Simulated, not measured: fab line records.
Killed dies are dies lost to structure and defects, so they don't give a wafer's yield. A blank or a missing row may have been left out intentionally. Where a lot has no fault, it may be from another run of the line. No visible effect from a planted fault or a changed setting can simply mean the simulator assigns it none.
Matching of chambers -- flow n5-finfet -- 4 sister chambers for N5_FIN_CUT_ETCH_20 on rie-diel-04
The step etches SiARC in CF4, target depth 26 nm, time 43.3 s. 16 wafers are shown with their chamber, then 8 later ones without.

## WAFERS PAIRED WITH THEIR CHAMBERS
wafer,chamber,showerhead-plenum-p-Torr (Torr),drypump-motor-current-A (A),throttle-valve-pct (%)
L077.4,1,2.05,6.3,15.72
L077.5,1,2.05,6.3,15.72
L077.6,0,2.12,5.8,15.71
L078.2,0,2.12,5.8,15.70
L078.3,3,2.11,5.6,15.71
L078.6,3,2.11,5.6,15.70
L079.1,2,2.23,5.2,15.62
L079.4,0,2.12,5.8,15.71
L079.6,3,2.11,5.7,15.70
L081.1,2,2.23,5.2,15.62
L081.2,3,2.11,5.7,15.71
L081.6,2,2.23,5.3,15.62
L084.1,3,2.10,5.7,15.71
L084.3,2,2.23,5.2,15.63
L084.4,1,2.04,6.3,15.75
L093.2,1,2.04,6.3,15.77

SIGNATURES, as means of the wafers listed above
reading,chamber 0,chamber 1,chamber 2,chamber 3,scatter within a chamber
showerhead-plenum-p-Torr,2.1200,2.0450,2.2300,2.1080,0.00387
drypump-motor-current-A,5.800,6.300,5.225,5.660,0.0403
throttle-valve-pct,15.7067,15.7400,15.6225,15.7060,0.0131
Rule: for a wafer and a chamber, the distance is found by dividing, reading by reading, the gap between the wafer's reading and the chamber's mean by the reading's scatter, squaring, summing and taking the root. If the next closest chamber is less than 2 further off than the closest, the wafer can't be placed; otherwise it belongs to the closest. The scatter is the square root of a quotient: the sum, over the shown wafers, of each reading's squared deviation from its chamber's mean, divided by wafers minus chambers.

## WAFERS WHOSE CHAMBER IS MISSING
wafer,showerhead-plenum-p-Torr (Torr),drypump-motor-current-A (A),throttle-valve-pct (%)
L093.4,2.10,5.7,15.75
L093.6,2.23,5.2,15.66
L095.2,2.04,6.2,15.79
L095.5,2.23,5.2,15.65
L095.6,2.11,5.8,15.25
L097.1,2.10,5.7,15.75
L097.5,2.22,5.2,15.68
L097.6,2.10,5.7,15.77

## WHICH CHAMBER EACH WENT THROUGH
wafer,from the rows above,in truth
L093.4,3,3
L093.6,2,2
L095.2,1,1
L095.5,2,2
L095.6,can't be placed: 0 or 3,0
L097.1,3,3
L097.5,2,2
L097.6,3,3
Placed correctly: 7 of 8. Not placeable from these rows: 1 (in 1, the candidates include the true chamber). Placed wrongly: 0.
